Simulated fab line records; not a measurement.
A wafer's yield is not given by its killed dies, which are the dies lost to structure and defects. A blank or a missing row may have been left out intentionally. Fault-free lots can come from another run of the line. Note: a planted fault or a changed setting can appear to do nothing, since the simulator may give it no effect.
A struck lot beside a sound one | flow nandHarc | 13 steps out of a route of 1302
Sound: wafers L859.2, L859.3, L859.6. Wafers struck: L861.2, L861.4, L861.5. The cause is given at the end.
Per side, at each step with rows, come the tool, then ch with its chambers, and then its first start. Under that, the readings that differ: sound wafers | struck wafers | difference of the means | sigmas: that difference in standard deviations of wafers without a fault.
alike: same words and numbers on both sides, and readings whose means sit less than 2 such deviations apart. not compared: any withheld reading, any reading some wafer has no value for, any bound like >300 that may hide the same value, and any number with overlapping values for which the record gives no deviation.
The two part at a step that has a row with sigmas, a row that says differs or no value, or rows on one side only. Non-overlapping numbers with no deviation appear without sigmas and do not part them. A reading that every wafer of one side lacks parts them only if that side has two wafers or more.

NHARC_A_SOURCE_PLATE_THK_MEAS_09: measures by ellipsometry.
  sound on filmMetro-01 at day 10 05:25; struck on filmMetro-01 at day 11 03:37
  alike: thkNm
then, 3 steps without rows for these wafers: NHARC_A_SOURCE_PLATE_PVD_04 (deposits WSi2, target thk 50 nm); NHARC_A_SOURCE_PLATE_CVD_03 (deposits poly-Si, target thk 200 nm, time 4000 s); NHARC_A_SOURCE_PLATE_ANNEAL_05 (time 1800 s).
NHARC_A_SOURCE_PLATE_THK_MEAS_06: measures by ellipsometry.
  sound on filmMetro-02 at day 10 18:30; struck on filmMetro-01 at day 11 18:31
  alike: thkNm
NHARC_A_SOURCE_PLATE_INSPECT_08:
  sound on defectInspect-01 at day 10 18:34; struck on defectInspect-01 at day 11 18:35
  alike: rawDefectCount
then, no rows for these wafers at 1 step: NHARC_A_ONON_D1_DEP_00 (target thk 1000 nm).
NHARC_A_ONON_D1_THK_MEAS_02: measures by ellipsometry.
  sound on filmMetro-01 at day 10 19:08; struck on filmMetro-02 at day 11 19:10
reading    | sound          | struck      | difference | sigmas
thkNm (nm) | 1010 1012 1010 | 991 986 987 | -23        | -2
then, no rows for these wafers at 1 step: NHARC_A_ONON_D1_DEP_03 (target thk 1000 nm).
NHARC_A_ONON_D1_THK_MEAS_05: measures by ellipsometry.
  sound on filmMetro-01 at day 10 19:43; struck on filmMetro-02 at day 11 19:44
  alike: thkNm
NHARC_A_ONON_D1_DEP_06: target thk 1000 nm.
  sound on pecvdOnon-01 ch 0, day 10 19:50; struck on pecvdOnon-04 ch 0, day 11 19:50
NHARC_A_ONON_D1_THK_MEAS_08: measures by ellipsometry.
  sound on filmMetro-02 at day 10 20:17; struck on filmMetro-02 at day 11 20:28
reading    | sound          | struck         | difference | sigmas
thkNm (nm) | 1000 1000 1000 | 1207 1208 1209 | +208       | +24
  not compared: hold
-- break in the record here, with 17 days between the starts of the struck wafers on either side (left off in module A_ONON_D1, picked up again in module END, where the first step shown is number 1302 on the route) --
NHARC_END_SORT_01:
  at this point the record logs the struck wafers (prober-02 ch 0, day 28 15:16) and has no rows for the sound ones

## WHERE THEY PART
At NHARC_A_ONON_D1_THK_MEAS_02 first; at NHARC_END_SORT_01 last (within this record only).

WHY: the cause the simulator had injected
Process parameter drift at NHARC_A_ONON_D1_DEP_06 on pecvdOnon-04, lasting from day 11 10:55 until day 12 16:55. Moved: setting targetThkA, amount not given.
